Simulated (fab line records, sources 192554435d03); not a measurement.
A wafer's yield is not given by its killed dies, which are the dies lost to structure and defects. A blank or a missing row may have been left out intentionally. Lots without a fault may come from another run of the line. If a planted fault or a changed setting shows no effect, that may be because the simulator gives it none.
Lot-split experiment    flow n5Finfet    7 lots, 21 wafers read, on a route of 1938 steps

SPLIT DETAILS
At N5_BEOL_M6_EXPOSE_25 (exposes mask V5, target cd 40 nm), the setting doseMj was moved away from the recipe's 45 on 6 of the 21 wafers read, by -7.4% to +7.1%. The other wafers ran this setting at the recipe's value.

FROM THE SPLIT TO THE READING: what the file shows between them, 2 steps
- N5_BEOL_M6_PEB_26: peb time 60 s
- N5_BEOL_M6_DEVELOP_27: develop time 30 s

THE READING
cdNm at N5_BEOL_M6_CD_MEAS_28, given in nm (cd target 40 nm). On this fab line, fault-free wafers typically give 39.89 nm with a standard deviation of 0.24 nm.

wafer   tool, chamber at the split  doseMj as run  against the recipe  cdNm, nm  against lot-mates on the recipe
L079.1  euvScanner-01, 0            45             recipe              39.93     -
L079.2  euvScanner-01, 0            45             recipe              40.11     -
L079.6  euvScanner-01, 0            42.08          -6.5%               38.43     -1.59
L084.1  euvScanner-01, 0            45             recipe              39.72     -
L084.2  euvScanner-01, 0            45             recipe              39.86     -
L084.5  euvScanner-01, 0            45             recipe              39.81     -
L085.3  euvScanner-01, 0            46.95          +4.3%               40.98     +1.08
L085.4  euvScanner-01, 0            45             recipe              39.98     -
L085.6  euvScanner-01, 0            45             recipe              39.82     -
L086.1  euvScanner-01, 0            45             recipe              39.78     -
L086.3  euvScanner-01, 0            48.2           +7.1%               41.38     +1.77
L086.6  euvScanner-01, 0            45             recipe              39.45     -
L089.1  euvScanner-01, 0            47.95          +6.6%               41.21     +1.38
L089.2  euvScanner-01, 0            47.95          +6.6%               41.32     +1.49
L089.4  euvScanner-01, 0            45             recipe              39.83     -
L090.1  euvScanner-01, 0            41.66          -7.4%               38.15     -1.94
L090.4  euvScanner-01, 0            45             recipe              40.17     -
L090.5  euvScanner-01, 0            45             recipe              40.01     -
L094.1  euvScanner-01, 0            45             recipe              39.91     -
L094.3  euvScanner-01, 0            45             recipe              39.89     -
L094.6  euvScanner-01, 0            45             recipe              39.58     -

THE FIT
A straight line over all 21 wafers: cdNm changes by +0.222 nm for each +1% of doseMj; r = +0.98; the points scatter about the line by 0.17 nm.
The same after taking each lot's own level away (the mean of its wafers on the recipe; 21 wafers): +0.241 nm for each +1%; r = +0.99; scatter 0.11 nm.
Per that fit: largest doseMj move, reading shift of 1.8 nm.
Across the lots, their own levels run from 39.615 to 40.090 nm, a range of 2.0 times the standard deviation given above.
So the lot-to-lot level changes the slope little: the two slopes agree.
Check: for one of the wafers moved furthest among these (-7.4%), held out of the fit, the line's prediction against its lot-mates is -1.75 nm. Against them it came out at -1.94 nm.

THE OTHER SPLITS THESE WAFERS WENT THROUGH
These wafers also went through other splits before the reading. Each is held against what the fit with the lots' levels taken away leaves over:
other split on the same wafers  wafers away from the commonest value  r with cdNm (lot level and that fit taken away)
N5_BEOL_M6_EXPOSE_08 doseMj     6                                     +0.07

THE WHOLE CHAIN: every reading that the file lists as answering this split, in the file's order
step                   what it does                                                 reading                                                        change (the file's fit)                r (the file's)
N5_BEOL_M6_CD_MEAS_28  target cd 40 nm                                              cdNm                                                           +0.245 nm for each +1% of the setting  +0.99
N5_BEOL_M6_DESCUM_33   chemistry O2, time 7 s                                       BEOL_M6.cdNm (the simulator's own value, which no gauge read)  +0.241 nm for each +1% of the setting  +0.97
N5_BEOL_M6_ETCH_72     etches underlayer in N2/H2, target depth 6.5 nm, time 5.2 s  BEOL_M6.cdNm (the simulator's own value, which no gauge read)  +0.231 nm for each +1% of the setting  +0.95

FILE'S OWN FIT
cdNm changes by +0.245 nm for each +1% of doseMj, r = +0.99.
